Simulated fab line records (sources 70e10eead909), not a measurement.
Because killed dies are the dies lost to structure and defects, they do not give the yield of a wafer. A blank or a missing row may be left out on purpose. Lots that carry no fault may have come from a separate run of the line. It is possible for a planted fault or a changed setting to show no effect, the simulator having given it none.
Code-filled problem report in 8D (eight disciplines) form ; flow nand-harc ; the parts of the form that need people (team, actions taken, sign-off) are left out

## 1. PROBLEM STATEMENT
Mean of cd-nm at NHARC_P_GATE_CD_MEAS_59: 648.4 nm across 6 wafers in 2 lots; on wafers with no fault it is 719.5 nm (standard deviation 2). Measured from the usual mean, that is -36 standard deviations.
The step: target cd 720 nm.
The first sign was on wafer L167.4 at day 9 20:15, on cd-sem-01. Wafers with a number at this step in the record: 36, from 12 lots. By rule, "out" or "out of limits" means more than 4 standard deviations away from the usual mean. The other wafers with a number count as sound.

## 2. WHAT IT IS, AND WHAT IT ISN'T
question;is;is not
which readings at this step;cd-nm;-
which lots;L166, L167;L150, L151, L152, L153, L154, L156, L157, L158, L159, L170
which wafers of those lots;all that have a number;-
read on which gauges;cd-sem-01, cd-sem-02;cd-sem-03
when;from day 9 20:15;"up to then (27 sound wafers); but 3 sound wafers of L170 came after"

## 3. SUSPECTS, AND WHAT RULES EACH OUT
Counting: a tool at any process step up to the reading remains a suspect when it ran all the lots that are out and ran no sound lot after the first of those.
- the gauge at NHARC_P_GATE_CD_MEAS_59 is ruled out. Those wafers that are out were read across 2 gauges (cd-sem-01, cd-sem-02).
- rie-diel-02 at NHARC_P_GATE_DESCUM_48 (chemistry O2, time 3 s): ruled out as a lasting fault. After its first lot that is out, L167 (day 9 18:39), sound lots L170 ran on it.
- litho-track-05 at NHARC_P_GATE_PEB_57 (peb time 85 s): kept. Every lot that is out went through it, starting with L167 (day 9 20:09), and after that it ran no sound lot; the last sound lot it ran before then is L153 (day 6 07:54). Out on those wafers are its own readings of heater-power-total-W, plate-temp-C.
Left after counting: litho-track-05 at NHARC_P_GATE_PEB_57.

## 4. THE CAUSE (what the simulator had put in)
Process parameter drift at NHARC_P_GATE_PEB_57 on litho-track-05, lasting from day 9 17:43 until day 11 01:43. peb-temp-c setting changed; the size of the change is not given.
Counting left only this tool.

## 5. THE EFFECT CHAIN, in route order
One row per reading whose mean, taken over the struck wafers that have a number, lies over 3 standard deviations from the usual. Only readings whose record carries a usual standard deviation are examined. hours: median over the lots of the time between each lot's start at the first step of this table that gives one and its start at this step. sigmas: the change, counted in usual standard deviations.
hours;step;reading;usual;on struck wafers;change;sigmas
0;NHARC_P_GATE_PEB_57;heater-power-total-W;163.99 W;133.22;-30.77;-99 or more
0;NHARC_P_GATE_PEB_57;plate-temp-C;118.00 C;101.23;-16.77;-99 or more
0;NHARC_P_GATE_CD_MEAS_59;cd-nm;719.5 nm;648.4;-71.1;-36
Its process steps:
- NHARC_P_GATE_PEB_57: peb time 85 s.
Later steps that measure or inspect, where all struck wafers having a row at the step show a number for every such reading and not one has moved that far: NHARC_END_SORT_01.

## 6. HOW IT WOULD HAVE BEEN CAUGHT EARLIER
In this record the first reading out of limits at a measuring or inspecting step was taken at day 9 20:15, 3 hours after the fault began at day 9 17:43.
Tool's own readings at NHARC_P_GATE_PEB_57, heater-power-total-W, plate-temp-C: out on all struck wafers the step has rows for; an alarm limit on them would have tripped on the first.
Among the 2 lots that are out, L166 began NHARC_P_GATE_PEB_57 on litho-track-05 after day 9 20:15. It would have been spared by a hold on the tool at that moment.
